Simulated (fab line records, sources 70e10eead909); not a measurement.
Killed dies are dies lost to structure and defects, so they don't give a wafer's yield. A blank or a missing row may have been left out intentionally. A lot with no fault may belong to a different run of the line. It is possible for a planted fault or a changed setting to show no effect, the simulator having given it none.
Which tool was responsible? || flow nandHarc || 13 lots, 39 wafers sampled, at 4 steps of a route of 1302

## WHAT THE GAUGES READ, wafer by wafer
NHARC_A_SLIT_CD_MEAS_21.
{"lot": "L975", "measured": "day 21 12:57", "on": "cdSem-02", "cdNm (nm)": "290.4 290.5 289.9"}
{"lot": "L977", "measured": "day 21 23:59", "on": "cdSem-01", "cdNm (nm)": "290.5 291.8 290.7"}
{"lot": "L976", "measured": "day 22 01:24", "on": "cdSem-01", "cdNm (nm)": "288.9 290.2 289.1"}
{"lot": "L980", "measured": "day 22 14:15", "on": "cdSem-03", "cdNm (nm)": "290.4 288.8 289.9"}
{"lot": "L979", "measured": "day 22 17:17", "on": "cdSem-01", "cdNm (nm)": "289.6 289.1 289.7"}
{"lot": "L982", "measured": "day 23 19:46", "on": "cdSem-02", "cdNm (nm)": "288.2 289.7 288.9"}
{"lot": "L983", "measured": "day 24 08:02", "on": "cdSem-01", "cdNm (nm)": "289.4 290.4 290.7"}
{"lot": "L984", "measured": "day 25 01:23", "on": "cdSem-01", "cdNm (nm)": "289.9 289.8 290.1"}
{"lot": "L985", "measured": "day 25 05:11", "on": "cdSem-03", "cdNm (nm)": "289.5 290.1 290.8"}
{"lot": "L990", "measured": "day 26 06:44", "on": "cdSem-03", "cdNm (nm)": "291.4 290.2 290.7"}
{"lot": "L992", "measured": "day 28 00:25", "on": "cdSem-02", "cdNm (nm)": "290.0 290.2 290.6"}
{"lot": "L991", "measured": "day 28 08:38", "on": "cdSem-03", "cdNm (nm)": "289.5 290.2 289.5"}
{"lot": "L996", "measured": "day 29 05:31", "on": "cdSem-03", "cdNm (nm)": "290.1 290.4 289.1"}

NHARC_A_CONTACT_CD_MEAS_42: target cd 300 nm.
{"lot": "L975", "measured": "day 22 19:45", "on": "cdSem-03", "cdNm (nm)": "300.9 300.0 300.0"}
{"lot": "L977", "measured": "day 23 09:16", "on": "cdSem-03", "cdNm (nm)": "300.7 300.4 300.0"}
{"lot": "L976", "measured": "day 23 09:55", "on": "cdSem-01", "cdNm (nm)": "301.2 300.2 301.2"}
{"lot": "L980", "measured": "day 23 20:59", "on": "cdSem-03", "cdNm (nm)": "301.6 300.9 301.3"}
{"lot": "L979", "measured": "day 24 01:48", "on": "cdSem-01", "cdNm (nm)": "301.0 300.8 299.8"}
{"lot": "L982", "measured": "day 25 05:25", "on": "cdSem-03", "cdNm (nm)": "299.9 299.4 299.6"}
{"lot": "L983", "measured": "day 25 17:43", "on": "cdSem-03", "cdNm (nm)": "299.9 300.9 299.5"}
{"lot": "L984", "measured": "day 26 08:50", "on": "cdSem-02", "cdNm (nm)": "300.2 301.2 299.7"}
{"lot": "L985", "measured": "day 26 12:42", "on": "cdSem-03", "cdNm (nm)": "299.5 299.2 300.1"}
{"lot": "L990", "measured": "day 27 19:00", "on": "cdSem-01", "cdNm (nm)": "300.9 299.6 300.2"}
{"lot": "L992", "measured": "day 29 08:30", "on": "cdSem-02", "cdNm (nm)": "299.9 300.0 300.3"}
{"lot": "L991", "measured": "day 29 16:32", "on": "cdSem-01", "cdNm (nm)": "300.4 300.1 301.1"}
{"lot": "L996", "measured": "day 30 12:58", "on": "cdSem-02", "cdNm (nm)": "299.6 299.7 299.3"}

## WHICH TOOL RAN EACH LOT (tool, then ch and the chambers of the sampled wafers, then the start)
{"lot": "L975", "NHARC_A_WL_FILL_ETCHBACK_17": "rieMetal-01 ch 0,1, day 22 07:39", "NHARC_A_CONTACT_DEP_24": "pecvd-03 ch 0,1,2, day 22 14:06"}
{"lot": "L977", "NHARC_A_WL_FILL_ETCHBACK_17": "rieMetal-02 ch 0,1, day 22 20:56", "NHARC_A_CONTACT_DEP_24": "pecvd-03 ch 0,2, day 23 03:22"}
{"lot": "L976", "NHARC_A_WL_FILL_ETCHBACK_17": "rieMetal-01 ch 0,1, day 22 21:02", "NHARC_A_CONTACT_DEP_24": "pecvd-04 ch 0,2, day 23 03:24"}
{"lot": "L980", "NHARC_A_WL_FILL_ETCHBACK_17": "rieMetal-02 ch 0,1, day 23 09:02", "NHARC_A_CONTACT_DEP_24": "pecvd-01 ch 0,1,2, day 23 15:19"}
{"lot": "L979", "NHARC_A_WL_FILL_ETCHBACK_17": "rieMetal-03 ch 0,1, day 23 13:47", "NHARC_A_CONTACT_DEP_24": "pecvd-01 ch 0,1, day 23 20:14"}
{"lot": "L982", "NHARC_A_WL_FILL_ETCHBACK_17": "rieMetal-01 ch 0,1, day 24 17:02", "NHARC_A_CONTACT_DEP_24": "pecvd-03 ch 0,1,2, day 24 23:53"}
{"lot": "L983", "NHARC_A_WL_FILL_ETCHBACK_17": "rieMetal-02 ch 0,1, day 25 05:35", "NHARC_A_CONTACT_DEP_24": "pecvd-03 ch 0,1,2, day 25 11:58"}
{"lot": "L984", "NHARC_A_WL_FILL_ETCHBACK_17": "rieMetal-03 ch 0,1, day 25 19:32", "NHARC_A_CONTACT_DEP_24": "pecvd-01 ch 0,1,2, day 26 03:02"}
{"lot": "L985", "NHARC_A_WL_FILL_ETCHBACK_17": "rieMetal-01 ch 0,1, day 26 00:24", "NHARC_A_CONTACT_DEP_24": "pecvd-01 ch 1,2, day 26 06:48"}
{"lot": "L990", "NHARC_A_WL_FILL_ETCHBACK_17": "rieMetal-02 ch 0, day 27 05:29", "NHARC_A_CONTACT_DEP_24": "pecvd-01 ch 0,1,2, day 27 12:07"}
{"lot": "L992", "NHARC_A_WL_FILL_ETCHBACK_17": "rieMetal-03 ch 0, day 28 20:29", "NHARC_A_CONTACT_DEP_24": "pecvd-03 ch 0,1, day 29 03:01"}
{"lot": "L991", "NHARC_A_WL_FILL_ETCHBACK_17": "rieMetal-03 ch 0,1, day 29 04:27", "NHARC_A_CONTACT_DEP_24": "pecvd-03 ch 0,2, day 29 11:01"}
{"lot": "L996", "NHARC_A_WL_FILL_ETCHBACK_17": "rieMetal-02 ch 0,1, day 30 01:02", "NHARC_A_CONTACT_DEP_24": "pecvd-03 ch 0,1, day 30 07:24"}
- NHARC_A_WL_FILL_ETCHBACK_17: etches the open film in Cl2/BCl3, target depth 4 nm, time 26.7 s.
- NHARC_A_CONTACT_DEP_24: deposits SiO2, target thk 500 nm.

## AS READ BY THE TOOLS THEMSELVES (means over the sampled wafers that have a number; for cases with no such wafer, the mark the record gives instead)
NHARC_A_WL_FILL_ETCHBACK_17.
{"lot": "L975", "tool": "rieMetal-01", "drypumpMotorCurrentA (A)": 5.8, "oesProductAu (a.u.)": 1.014}
{"lot": "L977", "tool": "rieMetal-02", "drypumpMotorCurrentA (A)": 5.4, "oesProductAu (a.u.)": 1.009}
{"lot": "L976", "tool": "rieMetal-01", "drypumpMotorCurrentA (A)": 5.8, "oesProductAu (a.u.)": 1.012}
{"lot": "L980", "tool": "rieMetal-02", "drypumpMotorCurrentA (A)": 5.4, "oesProductAu (a.u.)": 1.011}
{"lot": "L979", "tool": "rieMetal-03", "drypumpMotorCurrentA (A)": 5.9, "oesProductAu (a.u.)": 0.992}
{"lot": "L982", "tool": "rieMetal-01", "drypumpMotorCurrentA (A)": 5.8, "oesProductAu (a.u.)": 1.002}
{"lot": "L983", "tool": "rieMetal-02", "drypumpMotorCurrentA (A)": 5.4, "oesProductAu (a.u.)": 1.006}
{"lot": "L984", "tool": "rieMetal-03", "drypumpMotorCurrentA (A)": 5.7, "oesProductAu (a.u.)": 0.992}
{"lot": "L985", "tool": "rieMetal-01", "drypumpMotorCurrentA (A)": 5.8, "oesProductAu (a.u.)": 0.991}
{"lot": "L990", "tool": "rieMetal-02", "drypumpMotorCurrentA (A)": 5.9, "oesProductAu (a.u.)": 1.012}
{"lot": "L992", "tool": "rieMetal-03", "drypumpMotorCurrentA (A)": 6.1, "oesProductAu (a.u.)": 1.009}
{"lot": "L991", "tool": "rieMetal-03", "drypumpMotorCurrentA (A)": 5.9, "oesProductAu (a.u.)": 1.012}
{"lot": "L996", "tool": "rieMetal-02", "drypumpMotorCurrentA (A)": 5.4, "oesProductAu (a.u.)": 1.013}

NHARC_A_CONTACT_DEP_24.
{"lot": "L975", "tool": "pecvd-03", "heaterPowerW (W)": 491, "mfcPrecursorSccm (sccm)": 160.7, "throttleValvePct (%)": 16.2}
{"lot": "L977", "tool": "pecvd-03", "heaterPowerW (W)": 623, "mfcPrecursorSccm (sccm)": 161.3, "throttleValvePct (%)": 16.6}
{"lot": "L976", "tool": "pecvd-04", "heaterPowerW (W)": 454, "mfcPrecursorSccm (sccm)": 161.6, "throttleValvePct (%)": 15.8}
{"lot": "L980", "tool": "pecvd-01", "heaterPowerW (W)": 529, "mfcPrecursorSccm (sccm)": 161.5, "throttleValvePct (%)": 16.0}
{"lot": "L979", "tool": "pecvd-01", "heaterPowerW (W)": 560, "mfcPrecursorSccm (sccm)": 161.6, "throttleValvePct (%)": 16.2}
{"lot": "L982", "tool": "pecvd-03", "heaterPowerW (W)": 557, "mfcPrecursorSccm (sccm)": 161.5, "throttleValvePct (%)": 16.1}
{"lot": "L983", "tool": "pecvd-03", "heaterPowerW (W)": 510, "mfcPrecursorSccm (sccm)": 161.7, "throttleValvePct (%)": 16.0}
{"lot": "L984", "tool": "pecvd-01", "heaterPowerW (W)": 487, "mfcPrecursorSccm (sccm)": 161.2, "throttleValvePct (%)": 16.0}
{"lot": "L985", "tool": "pecvd-01", "heaterPowerW (W)": 412, "mfcPrecursorSccm (sccm)": 161.9, "throttleValvePct (%)": 16.0}
{"lot": "L990", "tool": "pecvd-01", "heaterPowerW (W)": 514, "mfcPrecursorSccm (sccm)": 166.8, "throttleValvePct (%)": 16.1}
{"lot": "L992", "tool": "pecvd-03", "heaterPowerW (W)": 514, "mfcPrecursorSccm (sccm)": 161.3, "throttleValvePct (%)": 15.9}
{"lot": "L991", "tool": "pecvd-03", "heaterPowerW (W)": 662, "mfcPrecursorSccm (sccm)": 161.2, "throttleValvePct (%)": 16.6}
{"lot": "L996", "tool": "pecvd-03", "heaterPowerW (W)": 471, "mfcPrecursorSccm (sccm)": 161.7, "throttleValvePct (%)": 15.8}

## THE ANSWER, worked out from the rows above alone
Rule: the usual values come from the lots themselves. Put in order of their means at a reading, lots are off if they are a third of the lots or fewer, leave a main group of 4 or more, and stand apart from it by a gap of 3 or more times the standard deviation of the main group's means; of several such gaps the widest counts. A main group whose means are all the same, to the digits that the tables above print for the reading, isn't used. A lot without any number at a reading at which 4 lots or more have one is off too. All remaining lots with rows at the step are treated as sound. First the gauges in route order, then the tools' own readings, where a lot's mean is used as printed above. The first step at which some lot is off is used, and at that step the reading that is off furthest; a lot without a number counts as furthest.
Off at NHARC_A_CONTACT_DEP_24 (mfcPrecursorSccm): L990. The main group: mean 161.4 sccm, standard deviation 0.3.
A tool fits if, at that step or a process step before it, it ran every lot that is off, and no sound lot after the first of them. One candidate fits, namely pecvd-01 at NHARC_A_CONTACT_DEP_24. Its last sound lot is L985 (day 26 06:48), its first lot that is off L990 (day 27 12:07): a fault that began between those two fits.
On the lots that are off, the tool's own readings at NHARC_A_CONTACT_DEP_24 differ by more than 5 times the standard deviation of the sound lots' means, which bears it out; mfcPrecursorSccm reads 166.8 sccm there versus 161.4 sccm on the sound lots.

## WHAT THE SIMULATOR HAD INSERTED
pecvd-01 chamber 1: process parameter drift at NHARC_A_CONTACT_DEP_24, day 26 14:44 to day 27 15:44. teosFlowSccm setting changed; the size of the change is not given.
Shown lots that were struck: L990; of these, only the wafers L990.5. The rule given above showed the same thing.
